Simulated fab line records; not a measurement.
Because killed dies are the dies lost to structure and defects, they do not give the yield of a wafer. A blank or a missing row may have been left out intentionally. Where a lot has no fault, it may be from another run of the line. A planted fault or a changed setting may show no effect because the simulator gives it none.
fab line records	flow n5_finfet
record: lots: 24	wafers: 72	last_day: 18
route steps=1938 shown MOL_CONTACT_COAG@604 BEOL_M0_SAQP@652 BEOL_M0_CUTY@708
lots that met no fault: taken from a fault-free run of the same line
start_h: start of the lot's first displayed wafer, in hours after the record's first day	wait_h: hours since the lot's step before	" same as the row above	L1.1+2: several wafers, shown together as one row	- no value, or no start given	* or withheld: withheld	< > ~ a bound
route shown NAME@n: a module of which the file shows steps, and the number in the route of the first	usual: mean/standard deviation of fault-free wafers	same: alike in all rows	chamber/n: place in a boat	sites: each site's reading	_std_site: how widely they spread, as a standard deviation	_edge_site: outer sites' mean less inner sites'	radius_mm: how far each site lies from the wafer's centre	mask NAME#n: copy n	behind: tool/chamber where the wafer was last shaped	hold: cause of the lot's hold/its duration in hours/its outcome	device: transistor that didn't switch, given as n, p or np	end of line: the tests these same wafers got at the end of their route	step lacking rows: just its recipe	killed: dies that structure and defects cost at the first sort, which is not the same as the wafer's yield	map: per-die view of a wafer (x killed, . not killed, _ where there is no die)
set.NAME: the setting the step ran with; set.NAME@STEP: the setting that earlier step ran with	model.NAME: the simulator's own value behind a step, which no gauge read
the route's steps for a sample of lots (tables are steps, rows are wafers)
services: a tool's chamber out of use, with start hour (start_h, from the record's first day; less than 0 if before it), hours out, and reason
== steps ==
step: N5_MOL_CONTACT_COAG_INSPECT_42
recipe: mode: adi	inspect_instrument: brightfield
usual: raw_defect_count: 199/57
lot.wafer	tool	chamber	start_h	wait_h	raw_defect_count
L074.2	defect_inspect-02	-	99.22	0.0	164
L074.3	"	-	"	"	203
L074.4	"	-	"	"	251
L075.1	defect_inspect-02	-	111.65	0.1	227
L075.2	"	-	"	"	245
L075.5	"	-	"	"	257
L076.2	defect_inspect-02	-	115.28	0.0	211
L076.4	"	-	"	"	234
L076.5	"	-	"	"	294
L077.3	defect_inspect-01	-	120.62	0.0	151
L077.5	"	-	"	"	188
L077.6	"	-	"	"	170
L078.1	defect_inspect-01	-	126.21	0.1	161
L078.4	"	-	"	"	210
L078.5	"	-	"	"	168
L079.1	defect_inspect-01	-	128.07	0.1	179
L079.3	"	-	"	"	176
L079.5	"	-	"	"	116
L080.2	defect_inspect-01	-	140.29	0.0	155
L080.5	"	-	"	"	143
L080.6	"	-	"	"	206
L081.1	defect_inspect-02	-	143.70	0.1	156
L081.2	"	-	"	"	110
L081.3	"	-	"	"	172
L082.1	defect_inspect-01	-	151.82	0.1	193
L082.3	"	-	"	"	236
L082.5	"	-	"	"	214
L084.1	defect_inspect-02	-	158.59	0.1	147
L084.3	"	-	"	"	196
L084.6	"	-	"	"	204
L083.2	defect_inspect-01	-	161.78	0.0	362
L083.5	"	-	"	"	270
L083.6	"	-	"	"	218
L085.2	defect_inspect-02	-	169.17	0.0	212
L085.5	"	-	"	"	161
L085.6	"	-	"	"	254
L086.3	defect_inspect-01	-	172.64	0.0	124
L086.4	"	-	"	"	125
L086.5	"	-	"	"	122
L087.1	defect_inspect-01	-	176.14	0.1	251
L087.4	"	-	"	"	275
L087.5	"	-	"	"	296
L088.2	defect_inspect-02	-	181.42	0.0	218
L088.3	"	-	"	"	217
L088.5	"	-	"	"	207
L089.1	defect_inspect-01	-	192.47	0.1	199
L089.2	"	-	"	"	285
L089.4	"	-	"	"	139
L090.1	defect_inspect-01	-	194.87	0.1	382
L090.2	"	-	"	"	326
L090.3	"	-	"	"	325
L091.3	defect_inspect-02	-	201.68	0.0	221
L091.4	"	-	"	"	237
L091.6	"	-	"	"	211
L092.4	defect_inspect-01	-	211.78	0.0	155
L092.5	"	-	"	"	125
L092.6	"	-	"	"	134
L093.1	defect_inspect-02	-	213.36	0.1	231
L093.4	"	-	"	"	174
L093.6	"	-	"	"	152
L094.1	defect_inspect-01	-	220.44	0.1	140
L094.2	"	-	"	"	129
L094.3	"	-	"	"	116
L095.1	defect_inspect-01	-	228.09	0.1	193
L095.2	"	-	"	"	168
L095.3	"	-	"	"	120
L096.1	defect_inspect-01	-	231.65	0.1	151
L096.3	"	-	"	"	215
L096.4	"	-	"	"	167
L097.1	defect_inspect-01	-	237.62	0.1	194
L097.3	"	-	"	"	184
L097.6	"	-	"	"	110
step: N5_MOL_CONTACT_COAG_DESCUM_45
recipe: chemistry: O2	time_s: 7	source_power_w: 50	bias_power_w: 20	pressure_mtorr: 20	rf_frequency_hz: 2.712e+07	temp_c: 40	resist: CAR-EUV	o2_flow_sccm: 225
usual: drypump_motor_current_A: 5.8/0.48	oes_product_au: 0.78/0.081	rf_vpp_V: 243.6/1.4	showerhead_plenum_p_Torr: 2.11/0.083	throttle_valve_pct: 20.41/0.22
lot.wafer	tool	chamber	start_h	wait_h	drypump_motor_current_A	oes_product_au	rf_hours_counter_h	rf_vpp_V	showerhead_plenum_p_Torr	throttle_valve_pct
L074.2	rie_diel-01	3	99.25	0.0	6.2	0.80	101	245.7	2.20	20.38
L074.3	"	0	"	"	5.7	0.76	146	241.9	2.00	20.55
L074.4	"	1	"	"	5.6	0.91	21	244.9	2.21	20.09
L075.1	rie_diel-06	3	111.78	0.1	6.4	0.79	110	243.7	2.10	20.61
L075.2	"	2	"	"	5.4	0.76	153	244.2	2.18	20.78
L075.5	"	1	"	"	5.0	0.68	-	245.0	2.04	20.51
L076.2	rie_diel-06	2	115.32	0.0	5.4	0.75	154	243.8	2.18	20.78
L076.4	"	3	"	"	6.4	0.79	-	244.4	2.10	20.61
L076.5	"	2	"	"	5.5	0.75	-	244.2	2.18	20.77
L077.3	rie_diel-01	2	120.65	0.0	5.0	0.71	216	245.2	2.16	20.75
L077.5	"	2	"	"	5.0	0.70	-	245.0	2.16	20.76
L077.6	"	3	"	"	6.1	0.78	-	244.3	2.20	20.38
L078.1	rie_diel-02	0	126.24	0.0	5.5	0.69	235	242.9	1.97	20.37
L078.4	"	1	"	"	6.5	0.73	202	244.3	2.16	20.48
L078.5	"	1	"	"	6.5	0.72	-	243.7	2.16	20.47
L079.1	rie_diel-02	2	128.11	0.0	6.1	0.80	90	244.4	2.21	20.30
L079.3	"	3	"	"	5.9	0.76	118	244.4	2.02	20.20
L079.5	"	0	"	"	5.5	0.69	-	241.2	1.97	20.36
L080.2	rie_diel-02	2	140.37	0.1	6.1	0.80	95	244.2	2.21	20.30
L080.5	"	3	"	"	5.9	0.76	-	241.6	2.02	20.22
L080.6	"	0	"	"	5.5	0.68	-	241.4	1.97	20.37
L081.1	rie_diel-02	2	143.73	0.0	6.1	0.79	96	245.0	2.21	20.31
L081.2	"	1	"	"	6.5	0.71	208	244.3	2.16	20.47
L081.3	"	0	"	"	5.5	0.68	241	242.8	1.97	20.40
L082.1	rie_diel-01	1	151.85	0.0	5.6	0.87	42	245.9	2.21	20.11
L082.3	"	2	"	"	5.0	0.70	228	243.2	2.15	20.79
L082.5	"	2	"	"	5.0	0.70	-	243.3	2.15	20.79
L084.1	rie_diel-06	3	158.62	0.0	6.4	0.78	126	244.5	2.09	20.63
L084.3	"	2	"	"	5.5	0.74	169	244.3	2.17	20.80
L084.6	"	1	"	"	5.0	0.93	-	241.8	2.04	20.13
L083.2	rie_diel-02	3	161.92	0.1	5.9	0.75	131	241.0	2.01	20.23
L083.5	"	0	"	"	5.5	0.67	-	242.1	1.97	20.42
L083.6	"	1	"	"	6.5	0.71	-	244.2	2.16	20.51
L085.2	rie_diel-02	3	169.21	0.0	5.9	0.75	133	241.8	2.01	20.23
L085.5	"	1	"	"	6.5	0.71	-	244.3	2.15	20.51
L085.6	"	3	"	"	5.9	0.75	-	240.9	2.01	20.24
L086.3	rie_diel-06	0	172.67	0.0	5.7	0.92	21	241.9	2.05	20.21
L086.4	"	1	"	"	5.0	0.92	15	242.2	2.04	20.15
L086.5	"	2	"	"	5.4	0.74	-	244.3	2.17	20.82
L087.1	rie_diel-02	1	176.17	0.0	6.5	0.70	222	244.4	2.15	20.51
L087.4	"	3	"	"	5.9	0.74	-	242.6	2.01	20.24
L087.5	"	2	"	"	6.1	0.77	-	244.9	2.20	20.32
L088.2	rie_diel-02	2	181.45	0.0	6.1	0.78	111	245.0	2.20	20.33
L088.3	"	3	"	"	5.9	0.75	139	243.1	2.01	20.23
L088.5	"	2	"	"	6.1	0.78	-	244.3	2.20	20.32
L089.1	rie_diel-01	3	193.12	0.7	6.2	0.76	135	243.4	2.19	20.43
L089.2	"	1	"	"	5.6	0.85	59	246.3	2.20	20.13
L089.4	"	0	"	"	5.6	0.73	-	241.8	1.99	20.60
L090.1	rie_diel-06	2	194.91	0.0	5.4	0.73	180	243.0	2.17	20.82
L090.2	"	0	"	"	5.7	0.90	27	243.5	2.05	20.23
L090.3	"	1	"	"	5.0	0.90	21	242.8	2.04	20.15
L091.3	rie_diel-02	1	201.72	0.0	6.5	0.70	229	244.8	2.15	20.53
L091.4	"	1	"	"	6.5	0.69	-	243.7	2.15	20.53
L091.6	"	0	"	"	5.5	0.95	-	245.5	2.23	20.05
L092.4	rie_diel-06	0	211.98	0.2	5.7	0.90	33	241.9	2.04	20.25
L092.5	"	1	"	"	5.0	0.90	-	243.2	2.03	20.17
L092.6	"	2	"	"	5.5	0.73	-	243.5	2.17	20.83
L093.1	rie_diel-02	3	213.39	0.0	5.8	0.74	148	241.1	2.01	20.25
L093.4	"	0	"	"	5.5	0.94	11	246.5	2.22	20.06
L093.6	"	1	"	"	6.5	0.70	-	244.1	2.15	20.52
L094.1	rie_diel-06	2	220.48	0.0	5.4	0.73	188	245.2	2.17	20.83
L094.2	"	3	"	"	6.4	0.76	146	243.2	2.09	20.66
L094.3	"	0	"	"	5.7	0.89	36	243.3	2.04	20.24
L095.1	rie_diel-01	3	228.12	0.0	6.2	0.76	149	246.0	2.18	20.44
L095.2	"	1	"	"	5.6	0.83	72	245.1	2.20	20.16
L095.3	"	0	"	"	5.7	0.72	199	240.7	1.98	20.63
L096.1	rie_diel-01	1	231.73	0.1	5.6	0.82	74	245.6	2.20	20.17
L096.3	"	0	"	"	5.6	0.72	200	241.8	1.98	20.62
L096.4	"	1	"	"	5.6	0.82	-	245.2	2.20	20.16
L097.1	rie_diel-06	2	237.84	0.2	5.4	0.73	193	244.2	2.16	20.85
L097.3	"	1	"	"	5.0	0.88	35	242.5	2.03	20.17
L097.6	"	0	"	"	5.7	0.88	-	242.7	2.04	20.24
step: N5_MOL_CONTACT_COAG_INSPECT_97
recipe: inspect_instrument: darkfield	mode: post_anneal
usual: raw_defect_count: 48/21
lot.wafer	tool	chamber	start_h	wait_h	raw_defect_count
L074.2	defect_inspect-02	-	104.69	0.0	47
L074.3	"	-	"	"	84
L074.4	"	-	"	"	57
L075.1	defect_inspect-01	-	117.13	0.0	44
L075.2	"	-	"	"	35
L075.5	"	-	"	"	30
L076.2	defect_inspect-02	-	120.15	0.0	77
L076.4	"	-	"	"	38
L076.5	"	-	"	"	64
L077.3	defect_inspect-01	-	125.32	0.1	65
L077.5	"	-	"	"	60
L077.6	"	-	"	"	65
L078.1	defect_inspect-01	-	130.86	0.0	45
L078.4	"	-	"	"	42
L078.5	"	-	"	"	57
L079.1	defect_inspect-01	-	133.86	0.0	58
L079.3	"	-	"	"	30
L079.5	"	-	"	"	35
L080.2	defect_inspect-01	-	145.15	0.0	71
L080.5	"	-	"	"	66
L080.6	"	-	"	"	65
L081.1	defect_inspect-01	-	148.57	0.0	31
L081.2	"	-	"	"	29
L081.3	"	-	"	"	27
L082.1	defect_inspect-02	-	156.49	0.0	31
L082.3	"	-	"	"	23
L082.5	"	-	"	"	36
L084.1	defect_inspect-02	-	163.32	0.0	37
L084.3	"	-	"	"	40
L084.6	"	-	"	"	66
L083.2	defect_inspect-02	-	166.58	0.0	24
L083.5	"	-	"	"	30
L083.6	"	-	"	"	37
L085.2	defect_inspect-02	-	173.89	0.1	42
L085.5	"	-	"	"	63
L085.6	"	-	"	"	25
L086.3	defect_inspect-02	-	177.63	0.1	51
L086.4	"	-	"	"	51
L086.5	"	-	"	"	32
L087.1	defect_inspect-02	-	180.85	0.0	43
L087.4	"	-	"	"	42
L087.5	"	-	"	"	37
L088.2	defect_inspect-01	-	186.71	0.1	91
L088.3	"	-	"	"	94
L088.5	"	-	"	"	73
L089.1	defect_inspect-02	-	197.82	0.0	29
L089.2	"	-	"	"	59
L089.4	"	-	"	"	66
L090.1	defect_inspect-01	-	200.82	0.0	45
L090.2	"	-	"	"	43
L090.3	"	-	"	"	31
L091.3	defect_inspect-02	-	206.39	0.1	31
L091.4	"	-	"	"	61
L091.6	"	-	"	"	31
L092.4	defect_inspect-01	-	216.99	0.1	16
L092.5	"	-	"	"	40
L092.6	"	-	"	"	29
L093.1	defect_inspect-01	-	219.93	0.0	45
L093.4	"	-	"	"	36
L093.6	"	-	"	"	26
L094.1	defect_inspect-01	-	225.11	0.0	39
L094.2	"	-	"	"	63
L094.3	"	-	"	"	39
L095.1	defect_inspect-01	-	233.31	0.0	44
L095.2	"	-	"	"	66
L095.3	"	-	"	"	101
L096.1	defect_inspect-01	-	236.35	0.0	57
L096.3	"	-	"	"	37
L096.4	"	-	"	"	40
L097.1	defect_inspect-02	-	242.47	0.0	34
L097.3	"	-	"	"	74
L097.6	"	-	"	"	28
step: N5_BEOL_M0_SAQP_DESCUM_19
recipe: chemistry: O2	time_s: 7.9	source_power_w: 50	bias_power_w: 20	pressure_mtorr: 20	rf_frequency_hz: 2.712e+07	temp_c: 40	resist: CAR-ArF	o2_flow_sccm: 225
usual: drypump_motor_current_A: 5.6/0.48	oes_product_au: 0.80/0.074	rf_vpp_V: 243.4/1.6	showerhead_plenum_p_Torr: 2.11/0.082	throttle_valve_pct: 20.40/0.19
lot.wafer	tool	chamber	start_h	wait_h	drypump_motor_current_A	oes_product_au	rf_hours_counter_h	rf_vpp_V	showerhead_plenum_p_Torr	throttle_valve_pct
L074.2	rie_diel-03	0	107.50	0.4	5.4	0.80	125	243.8	2.10	20.50
L074.3	"	3	"	"	6.1	0.66	282	240.8	1.96	20.89
L074.4	"	2	"	"	6.1	0.87	-	244.2	2.12	20.14
L075.1	rie_diel-04	3	119.00	0.4	6.0	0.75	148	242.3	2.00	20.33
L075.2	"	1	"	"	5.4	0.88	30	241.2	2.04	20.70
L075.5	"	2	"	"	4.7	0.75	-	244.7	2.17	20.17
L076.2	rie_diel-04	0	122.60	0.0	6.3	0.75	159	243.8	2.10	20.35
L076.4	"	2	"	"	4.8	0.74	163	245.2	2.17	20.18
L076.5	"	1	"	"	5.4	0.87	-	242.7	2.04	20.71
L077.3	rie_diel-04	2	128.04	0.0	4.7	0.74	165	245.4	2.17	20.17
L077.5	"	0	"	"	6.2	0.75	-	242.4	2.09	20.33
L077.6	"	3	"	"	6.0	0.75	-	243.0	2.00	20.34
L078.1	rie_diel-05	2	133.42	0.0	5.4	0.88	54	245.9	2.22	20.33
L078.4	"	0	"	"	6.3	0.89	34	241.2	2.05	20.64
L078.5	"	3	"	"	5.3	0.72	-	242.2	2.07	20.31
L079.1	rie_diel-03	1	135.34	0.0	6.0	0.74	174	242.3	2.00	20.42
L079.3	"	2	"	"	6.2	0.86	57	243.9	2.12	20.16
L079.5	"	2	"	"	6.2	0.87	-	243.6	2.12	20.14
L080.2	rie_diel-05	0	147.27	0.0	6.3	0.88	39	242.3	2.05	20.64
L080.5	"	1	"	"	5.3	0.88	-	244.4	2.22	20.20
L080.6	"	0	"	"	6.3	0.89	-	241.0	2.05	20.65
L081.1	rie_diel-04	1	150.82	0.2	5.4	0.86	41	240.9	2.04	20.72
L081.2	"	3	"	"	6.0	0.74	158	243.2	2.00	20.32
L081.3	"	2	"	"	4.8	0.74	172	243.6	2.17	20.18
L082.1	rie_diel-03	2	158.12	0.0	6.2	0.86	64	242.9	2.12	20.17
L082.3	"	1	"	"	6.0	0.74	181	241.1	2.00	20.43
L082.5	"	1	"	"	6.0	0.74	-	241.4	2.00	20.43
L084.1	rie_diel-03	3	167.01	0.0	6.1	0.94	11	246.3	2.23	20.46
L084.3	"	0	"	"	5.4	0.75	147	241.8	2.09	20.54
L084.6	"	0	"	"	5.4	0.75	-	243.0	2.09	20.55
L083.2	rie_diel-05	1	168.92	0.2	5.3	0.89	51	245.8	2.22	20.20
L083.5	"	2	"	"	5.4	0.87	-	245.6	2.22	20.35
L083.6	"	1	"	"	5.3	0.88	-	245.2	2.22	20.20
L085.2	rie_diel-05	3	175.20	0.0	5.3	0.71	228	242.5	2.06	20.30
L085.5	"	2	"	"	5.5	0.86	-	245.4	2.22	20.35
L085.6	"	3	"	"	5.3	0.71	-	243.5	2.06	20.31
L086.3	rie_diel-05	2	180.07	0.1	5.4	0.86	69	246.5	2.22	20.34
L086.4	"	1	"	"	5.3	0.87	55	244.2	2.21	20.21
L086.5	"	3	"	"	5.3	0.70	-	243.8	2.06	20.33
L087.1	rie_diel-05	0	183.84	0.0	6.3	0.87	49	241.8	2.04	20.64
L087.4	"	3	"	"	5.4	0.71	231	243.1	2.06	20.30
L087.5	"	0	"	"	6.3	0.87	-	242.5	2.04	20.66
L088.2	rie_diel-05	1	189.84	0.2	5.3	0.87	58	244.1	2.21	20.20
L088.3	"	0	"	"	6.3	0.86	52	241.3	2.04	20.65
L088.5	"	1	"	"	5.3	0.87	-	245.8	2.21	20.22
L089.1	rie_diel-03	3	199.43	0.0	6.1	0.93	22	245.3	2.23	20.47
L089.2	"	0	"	"	5.4	0.75	158	242.5	2.09	20.57
L089.4	"	1	"	"	6.0	0.73	196	241.7	1.99	20.46
L090.1	rie_diel-05	1	202.52	0.0	5.3	0.87	61	245.5	2.21	20.23
L090.2	"	3	"	"	5.4	0.69	238	242.6	2.06	20.34
L090.3	"	0	"	"	6.3	0.86	55	242.0	2.04	20.66
L091.3	rie_diel-04	3	208.28	0.0	6.0	0.73	167	243.0	2.00	20.36
L091.4	"	0	"	"	6.3	0.73	183	244.1	2.09	20.40
L091.6	"	2	"	"	4.7	0.72	-	244.9	2.16	20.22
L092.4	rie_diel-04	1	219.99	0.4	5.4	0.83	62	242.7	2.03	20.74
L092.5	"	3	"	"	6.0	0.74	-	239.9	1.99	20.37
L092.6	"	2	"	"	4.7	0.72	-	245.3	2.16	20.24
L093.1	rie_diel-04	0	223.77	0.0	6.3	0.74	188	242.5	2.08	20.40
L093.4	"	2	"	"	4.8	0.72	193	244.7	2.16	20.23
L093.6	"	2	"	"	4.8	0.72	-	244.0	2.16	20.23
L094.1	rie_diel-04	2	227.18	0.0	4.8	0.72	194	242.8	2.16	20.23
L094.2	"	1	"	"	5.4	0.84	64	240.9	2.03	20.76
L094.3	"	0	"	"	6.3	0.74	189	242.8	2.08	20.40
L095.1	rie_diel-05	2	235.45	0.0	5.4	0.84	85	246.6	2.21	20.38
L095.2	"	0	"	"	6.4	0.84	65	241.8	2.04	20.69
L095.3	"	3	"	"	5.3	0.69	248	241.9	2.06	20.34
L096.1	rie_diel-05	2	239.19	0.3	5.4	0.83	87	244.5	2.21	20.38
L096.3	"	1	"	"	5.3	0.85	73	247.0	2.21	20.23
L096.4	"	0	"	"	6.3	0.83	67	242.7	2.04	20.66
L097.1	rie_diel-03	1	244.40	0.0	6.0	0.72	208	242.4	1.99	20.49
L097.3	"	0	"	"	5.4	0.74	170	243.1	2.08	20.57
L097.6	"	3	"	"	6.1	0.90	-	244.7	2.22	20.49
step: N5_BEOL_M0_SAQP_MANDREL_ETCH_20
recipe: target_depth_a: 600	chemistry: HBr/Cl2	target: a-Si	stop_on: SiNx	bt_time_s: 10	mask_material: SOC	over_etch_frac: 0.5	time_s: 30	pressure_mtorr: 10	icp_w: 800	bias_w: 75	HBr_flow_sccm: 150	Cl2_flow_sccm: 80	ends: end_point
usual: drypump_motor_current_A: 5.7/0.6	oes_product_au: 0.777/0.012	throttle_valve_pct: 35.34/0.26
same: bt_time_s: 10
lot.wafer	tool	chamber	start_h	wait_h	drypump_motor_current_A	oes_product_au	rf_hours_counter_h	throttle_valve_pct
L074.2	rie_si-05	3	107.77	0.0	5.4	0.762	101	35.74
L074.3	"	0	"	"	5.9	0.772	133	35.51
L074.4	"	1	"	"	5.4	0.798	185	34.94
L075.1	rie_si-05	2	119.27	0.0	4.7	0.790	139	35.14
L075.2	"	0	"	"	6.0	0.790	133	35.49
L075.5	"	2	"	"	4.7	0.788	-	35.14
L076.2	rie_si-03	0	122.87	0.0	4.9	0.754	68	35.62
L076.4	"	2	"	"	5.7	0.770	22	35.04
L076.5	"	1	"	"	6.5	0.772	-	35.14
L077.3	rie_si-03	3	128.31	0.0	6.4	0.784	103	35.58
L077.5	"	3	"	"	6.4	0.780	-	35.58
L077.6	"	0	"	"	4.9	0.761	-	35.62
L078.1	rie_si-03	3	133.70	0.0	6.4	0.768	104	35.61
L078.4	"	0	"	"	4.9	0.761	69	35.60
L078.5	"	0	"	"	4.9	0.756	-	35.62
L079.1	rie_si-03	2	135.62	0.0	5.7	0.762	22	35.05
L079.3	"	3	"	"	6.4	0.775	104	35.60
L079.5	"	1	"	"	6.5	0.780	-	35.13
L080.2	rie_si-03	3	147.55	0.0	6.4	0.770	104	35.58
L080.5	"	0	"	"	4.9	0.761	-	35.60
L080.6	"	3	"	"	6.4	0.786	-	35.56
L081.1	rie_si-05	1	151.10	0.0	5.4	0.794	186	34.96
L081.2	"	0	"	"	5.9	0.774	134	35.51
L081.3	"	3	"	"	5.4	0.768	102	35.74
L082.1	rie_si-03	3	158.39	0.0	6.4	0.779	104	35.58
L082.3	"	0	"	"	4.9	0.759	69	35.63
L082.5	"	3	"	"	6.4	0.782	-	35.57
L084.1	rie_si-03	3	167.29	0.0	6.4	0.769	104	35.58
L084.3	"	0	"	"	4.9	0.748	69	35.64
L084.6	"	0	"	"	4.9	0.746	-	35.61
L083.2	rie_si-01	1	169.19	0.0	5.7	0.770	38	35.02
L083.5	"	1	"	"	5.7	0.792	-	35.00
L083.6	"	0	"	"	5.8	0.799	-	35.49
L085.2	rie_si-01	3	175.47	0.0	5.6	0.769	7	35.17
L085.5	"	3	"	"	5.6	0.771	-	35.14
L085.6	"	0	"	"	5.8	0.801	-	35.51
L086.3	rie_si-03	2	180.35	0.0	5.7	0.770	23	35.04
L086.4	"	0	"	"	4.9	0.757	70	35.63
L086.5	"	0	"	"	4.9	0.765	-	35.60
L087.1	rie_si-05	1	184.11	0.0	5.4	0.789	186	34.94
L087.4	"	2	"	"	4.7	0.784	140	35.14
L087.5	"	2	"	"	4.7	0.792	-	35.13
L088.2	rie_si-03	2	190.12	0.0	5.7	0.770	23	35.03
L088.3	"	1	"	"	6.5	0.773	63	35.16
L088.5	"	0	"	"	4.9	0.757	-	35.62
L089.1	rie_si-03	2	199.71	0.0	5.7	0.771	23	35.05
L089.2	"	1	"	"	6.6	0.780	64	35.14
L089.4	"	3	"	"	6.4	0.787	105	35.54
L090.1	rie_si-05	0	202.80	0.0	5.9	0.777	134	35.50
L090.2	"	1	"	"	5.4	0.803	187	34.94
L090.3	"	3	"	"	5.4	0.770	103	35.73
L091.3	rie_si-01	3	208.56	0.0	5.6	0.767	7	35.12
L091.4	"	2	"	"	5.7	0.783	58	35.37
L091.6	"	3	"	"	5.6	0.770	-	35.12
L092.4	rie_si-01	1	220.27	0.0	5.7	0.785	39	34.98
L092.5	"	1	"	"	5.7	0.783	-	35.01
L092.6	"	2	"	"	5.7	0.780	-	35.36
L093.1	rie_si-03	0	224.05	0.0	4.9	0.750	70	35.62
L093.4	"	3	"	"	6.4	0.777	105	35.56
L093.6	"	2	"	"	5.7	0.771	-	35.01
L094.1	rie_si-05	3	227.45	0.0	5.4	0.775	103	35.75
L094.2	"	2	"	"	4.7	0.788	140	35.14
L094.3	"	0	"	"	5.9	0.780	135	35.50
L095.1	rie_si-03	1	235.72	0.0	6.6	0.781	64	35.15
L095.2	"	3	"	"	6.4	0.779	105	35.56
L095.3	"	0	"	"	4.9	0.762	70	35.62
L096.1	rie_si-05	2	239.47	0.0	4.7	0.781	141	35.15
L096.3	"	1	"	"	5.4	0.777	0	35.10
L096.4	"	0	"	"	5.9	0.780	135	35.49
L097.1	rie_si-03	2	244.68	0.0	5.7	0.773	24	35.03
L097.3	"	0	"	"	4.9	0.763	71	35.60
L097.6	"	2	"	"	5.7	0.776	-	35.02
step: N5_BEOL_M0_CUTY_CD_MEAS_57
recipe: target_cd_nm: 200	landing_energy_ev: 500	detector: se_inlens	polarity: line
usual: cd_nm: 199.9/0.85
lot.wafer	tool	chamber	start_h	wait_h	cd_nm
L074.2	cd_sem-01	0	113.22	-	200.4
L074.3	"	0	"	"	201.4
L074.4	"	0	"	"	201.0
L075.1	cd_sem-01	0	125.60	-	199.0
L075.2	"	0	"	"	198.3
L075.5	"	0	"	"	199.5
L076.2	cd_sem-03	0	129.53	-	199.1
L076.4	"	0	"	"	199.9
L076.5	"	0	"	"	200.6
L077.3	cd_sem-03	0	133.41	-	199.8
L077.5	"	0	"	"	199.6
L077.6	"	0	"	"	199.4
L078.1	cd_sem-02	0	140.14	-	199.2
L078.4	"	0	"	"	199.5
L078.5	"	0	"	"	200.0
L079.1	cd_sem-03	0	142.26	-	199.4
L079.3	"	0	"	"	199.5
L079.5	"	0	"	"	199.6
L080.2	cd_sem-02	0	153.13	-	200.6
L080.5	"	0	"	"	201.3
L080.6	"	0	"	"	200.0
L081.1	cd_sem-02	0	156.12	-	201.3
L081.2	"	0	"	"	201.5
L081.3	"	0	"	"	201.5
L082.1	cd_sem-02	0	163.83	-	200.2
L082.3	"	0	"	"	199.0
L082.5	"	0	"	"	200.1
L084.1	cd_sem-02	0	172.47	-	199.5
L084.3	"	0	"	"	199.5
L084.6	"	0	"	"	200.4
L083.2	cd_sem-01	0	174.55	-	199.7
L083.5	"	0	"	"	199.6
L083.6	"	0	"	"	199.2
L085.2	cd_sem-02	0	180.85	-	200.7
L085.5	"	0	"	"	199.9
L085.6	"	0	"	"	200.1
L086.3	cd_sem-02	0	185.34	-	199.7
L086.4	"	0	"	"	199.8
L086.5	"	0	"	"	201.6
L087.1	cd_sem-01	0	189.68	-	199.2
L087.4	"	0	"	"	199.4
L087.5	"	0	"	"	198.8
L088.2	cd_sem-02	0	195.78	-	199.7
L088.3	"	0	"	"	199.2
L088.5	"	0	"	"	200.3
L089.1	cd_sem-01	0	204.59	-	199.4
L089.2	"	0	"	"	199.7
L089.4	"	0	"	"	199.5
L090.1	cd_sem-01	0	207.72	-	199.8
L090.2	"	0	"	"	200.1
L090.3	"	0	"	"	200.8
L091.3	cd_sem-03	0	213.90	-	200.9
L091.4	"	0	"	"	198.8
L091.6	"	0	"	"	199.5
L092.4	cd_sem-01	0	225.46	-	199.6
L092.5	"	0	"	"	199.7
L092.6	"	0	"	"	199.8
L093.1	cd_sem-02	0	229.73	-	200.6
L093.4	"	0	"	"	200.1
L093.6	"	0	"	"	200.6
L094.1	cd_sem-03	0	233.21	-	199.8
L094.2	"	0	"	"	198.4
L094.3	"	0	"	"	199.4
L095.1	cd_sem-03	0	240.77	-	199.9
L095.2	"	0	"	"	198.2
L095.3	"	0	"	"	198.9
L096.1	cd_sem-03	0	245.29	-	199.9
L096.3	"	0	"	"	199.1
L096.4	"	0	"	"	198.8
L097.1	cd_sem-03	0	250.27	-	198.5
L097.3	"	0	"	"	198.0
L097.6	"	0	"	"	198.5
== services ==
tool	chamber	start_h	hours	kind
rie_diel-04	-	86.96	1.0	repair
rie_diel-05	2	91.74	2.1	repair
rie_diel-06	-	152.14	4.3	pm
rie_diel-04	3	158.32	14.6	repair
rie_diel-02	-	161.27	0.4	repair
rie_diel-03	2	166.17	6.7	repair
rie_diel-02	0	168.03	-	clean
rie_diel-02	0	168.03	-	consumable_replace:focus_ring
rie_diel-02	0	168.03	-	consumable_replace:showerhead
rie_diel-02	0	168.03	16.3	scheduled_down
rie_diel-02	0	168.03	16.3	vent_cycle
rie_si-05	-	169.91	4.2	repair
rie_diel-01	2	185.30	17.7	repair
rie_diel-04	3	193.36	5.3	repair
rie_diel-02	1	195.81	5.5	repair
rie_diel-02	3	198.03	6.0	repair
rie_si-03	-	208.18	2.8	pm
rie_si-01	-	210.06	1.2	repair
rie_diel-04	3	210.71	1.6	repair
rie_si-01	1	224.50	4.7	repair
rie_diel-02	-	241.53	15.6	pm
rie_diel-05	3	242.10	-	clean
rie_diel-05	3	242.10	-	consumable_replace:focus_ring
rie_diel-05	3	242.10	27.1	scheduled_down
== key ==
fault none
